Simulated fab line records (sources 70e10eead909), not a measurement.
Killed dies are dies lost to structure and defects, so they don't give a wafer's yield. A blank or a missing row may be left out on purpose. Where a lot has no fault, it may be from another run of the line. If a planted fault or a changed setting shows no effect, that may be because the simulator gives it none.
A lot that was struck, set against a sound lot :: flow nand-harc :: 14 out of 1159 route steps
Sound: wafers L903.1, L903.4, L903.5. Wafers struck: L912.2, L912.4, L912.6. Last of all comes the cause.
At each step with rows: each side's tool, then ch and its chambers, then its first start. Under that, the readings that differ: sound wafers :: struck wafers :: difference of the means :: sigmas: that difference in standard deviations of wafers without a fault.
alike: readings whose means differ by less than 2 such deviations, and words and numbers that are the same on both sides. not compared: withheld readings, readings that some wafer has no value for, bounds like >300 that may hide the same value, and numbers for which the record gives no deviation and whose values overlap.
The two part at a step that has a row with sigmas, a row that says differs or no value, or rows on one side only. Non-overlapping numbers with no deviation appear without sigmas and do not part them. A reading missing from all wafers of one side parts the sides only when that side holds two or more wafers.

NHARC_P_CONTACT_CMP_01: polishes SiO2, target thk 200 nm.
  sound on cmp-03 ch 1,2, day 5 21:08; struck on cmp-03 ch 0,1,2, day 7 19:55
  alike: motor-current-A, slurry-flow-ml-min
then, 10 steps without rows for these wafers: NHARC_P_CONTACT_SRD_03; NHARC_P_CONTACT_DEHYDRATE_04 (time 120 s); NHARC_P_CONTACT_HMDS_05 (time 30 s); NHARC_P_CONTACT_COAT_33 (time 75 s); NHARC_P_CONTACT_COAT_34 (time 65 s); NHARC_P_CONTACT_COAT_06 (resist thk 90 nm); NHARC_P_CONTACT_SOFTBAKE_07 (time 55 s); NHARC_P_CONTACT_EBR_08; NHARC_P_CONTACT_EXPOSE_09 (exposes mask P CA, target cd 90 nm); NHARC_P_CONTACT_PEB_10 (peb time 65 s).
NHARC_P_CONTACT_DEVELOP_11: develop time 35 s.
  sound on litho-track-01 ch 0, day 5 21:00; struck on litho-track-01 ch 0, day 7 20:00
reading: developer-temp-C (C)
sound: 22.90 23.01 22.94
struck: 24.05 23.90 23.91
difference: +1.00
sigmas: +9
NHARC_P_CONTACT_CD_MEAS_12: the cd target is 90 nm.
  sound on cd-sem-01 ch 0, day 5 21:56; struck on cd-sem-01 ch 0, day 7 20:36
  alike: cd-nm
-- the record jumps here: 17 days lie between the struck wafers' starts before and after (it left off in module P_CONTACT and takes up again in module END, whose first step shown is number 1159 of the route) --
NHARC_END_SORT_01:
  only the struck wafers appear in the record here, on prober-02 ch 0 at day 24 13:25; the sound ones have no rows

## WHERE THEY PART
Last at NHARC_END_SORT_01 as far as this record goes, first at NHARC_P_CONTACT_DEVELOP_11.

WHY: what had been put in by the simulator
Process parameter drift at NHARC_P_CONTACT_DEVELOP_11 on litho-track-01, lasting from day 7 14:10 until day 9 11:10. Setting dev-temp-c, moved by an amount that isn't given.
